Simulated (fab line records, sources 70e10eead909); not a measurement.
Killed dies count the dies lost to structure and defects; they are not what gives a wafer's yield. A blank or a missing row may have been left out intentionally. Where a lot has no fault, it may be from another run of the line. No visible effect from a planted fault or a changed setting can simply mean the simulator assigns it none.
A struck lot beside a sound one | flow nandHarc | 15 out of 1159 route steps
Sound: these wafers, L466.3, L466.4, L466.5. Struck: wafers L458.1, L458.3, L458.6. At the end, the cause is stated.
Order at every step that has rows: each side's tool, ch and its chambers, its first start. Under that, the readings that differ: sound wafers | struck wafers | difference of the means | sigmas: that difference in standard deviations of wafers without a fault.
alike: a reading whose means differ by less than 2 such deviations, as well as words and numbers matching on both sides. not compared: withheld readings; readings where some wafer has no value; bounds like >300 that might hide an equal value; numbers whose values overlap and for which the record gives no deviation.
A row with sigmas, a row that says differs or no value, or rows on one side alone: a step with any of these is where the two part. When numbers do not overlap yet have no deviation, they are printed without sigmas and do not part them. A reading missing from all wafers of one side parts the sides only when that side holds two or more wafers.

first, 5 steps without rows for these wafers: NHARC_P_M1_SOFTBAKE_04 (time 55 s); NHARC_P_M1_EBR_05; NHARC_P_M1_EXPOSE_06 (exposes mask P M1, target cd 130 nm); NHARC_P_M1_PEB_07 (peb time 65 s); NHARC_P_M1_DEVELOP_08 (develop time 35 s).
NHARC_P_M1_CD_MEAS_09 targets a cd of 130 nm.
  sound on cdSem-01 ch 0, day 10 05:23; struck on cdSem-01 ch 0, day 9 11:27
  alike: cdNm
NHARC_P_M1_OVL_MEAS_10: pitch 260 nm.
  struck on overlay-02, day 9 11:32; sound on overlay-01, day 10 05:29
reading         | sound       | struck         | difference | sigmas
overlayXNm (nm) | 1.0 1.3 0.9 | -3.0 -2.9 -3.1 | -4.1       | -3
  alike: overlayYNm
NHARC_P_M1_INSPECT_11:
  struck on defectInspect-01, day 9 11:34; sound on defectInspect-02, day 10 05:32
  alike: rawDefectCount
NHARC_P_M1_DESCUM_14: chemistry O2, time 3 s.
  sound on rieDiel-10 ch 1,3, day 10 05:36; struck on rieDiel-13 ch 0,3, day 9 11:38
reading                  | sound       | struck      | difference | sigmas
drypumpMotorCurrentA (A) | 4.8 5.3 5.2 | 6.4 6.2 6.4 | +1.2       | +2
  alike: oesProductAu, rfVppV, showerheadPlenumPTorr, throttleValvePct
  not compared: rfHoursCounterH
NHARC_P_M1_ETCH_35: etches the open film in N2/H2, target depth 40 nm, overetch 12 nm, time 43.94 s.
  sound on rieDiel-10 ch 0,3, day 10 05:41; struck on rieDiel-13 ch 0,1,3, day 9 11:44
  alike: drypumpMotorCurrentA, h2FlowSccm, oesProductAu, rfVppV, showerheadPlenumPTorr, throttleValvePct
  not compared: rfHoursCounterH
NHARC_P_M1_ETCH_15: etches the open film in C4F8/Ar, target depth 182.5 nm, time 91.2 s.
  sound: rieDiel-10 ch 0,2; struck: rieDiel-13 ch 0,1,3
  alike: oesProductAu, rfVppV
  not compared: rfHoursCounterH
NHARC_P_M1_CD_MEAS_16:
  struck on cdSem-01, day 9 11:56; sound on cdSem-01, day 10 05:55
  alike: cdNm
NHARC_P_M1_STRIP_18: strips in N2/H2.
  sound on rieDiel-13 ch 0,3, day 10 06:01; struck on rieDiel-02 ch 1,3, day 9 12:02
  no value came back on the struck wafers for any of 9 readings (biasW (W), chamberPressureMTorr (mTorr) and others); on the sound wafers biasW (W) reads 0 0 0
  not compared: rfHoursCounterH
NHARC_P_M1_ETCH_28: etches the open film in CF4/N2, target depth 30 nm, time 72.99 s.
  sound on rieDiel-13 ch 0,1,3; struck on rieDiel-02 ch 0,2, day 9 12:16
  alike: drypumpMotorCurrentA, oesProductAu, rfVppV, showerheadPlenumPTorr, throttleValvePct
  not compared: rfHoursCounterH
-- the record jumps here: 17 days lie between the struck wafers' starts before and after (it left off in module P_M1 and takes up again in module END, whose first step shown is number 1159 of the route) --
NHARC_END_SORT_01:
  sound on prober-02 ch 0, day 27 16:17; struck on prober-02 ch 0, day 26 07:33
reading                | sound          | struck                                                            | difference                   | sigmas
hold                   | - - -          | awaitDispo/8.3h/scrap awaitDispo/8.3h/scrap awaitDispo/8.3h/scrap | no value on the sound wafers | 
defectLimitedYield (%) | 97.2 97.3 96.3 | 5.9 4.3 4.1                                                       | -92.2                        | -54
killedAtPeriphery      | 2 1 5          | 606 618 620                                                       | +612                         | +99 or more
killedDies             | 19 18 25       | 637 648 649                                                       | +624                         | +52
sort_bin_2_pct (%)     | 0.9 0.7 1.5    | 91.1 92.2 92.6                                                    | +90.9                        | +99 or more
sortNPass              | 658 659 652    | 40 29 28                                                          | -624                         | -52
sortRimYieldPct (%)    | 97.2 98.1 94.3 | 0 0.9 0                                                           | -96                          | -48
sortYieldPct (%)       | 97.2 97.3 96.3 | 5.9 4.3 4.1                                                       | -92.2                        | -54
  alike: killedAtArray, killedAtOther, killedOpen, killedShort, sort_bin_3_pct, sort_bin_4_pct

## WHERE THEY PART
Earliest at NHARC_P_M1_OVL_MEAS_10; latest, in this record, at NHARC_END_SORT_01.

WHY: the cause the simulator had injected
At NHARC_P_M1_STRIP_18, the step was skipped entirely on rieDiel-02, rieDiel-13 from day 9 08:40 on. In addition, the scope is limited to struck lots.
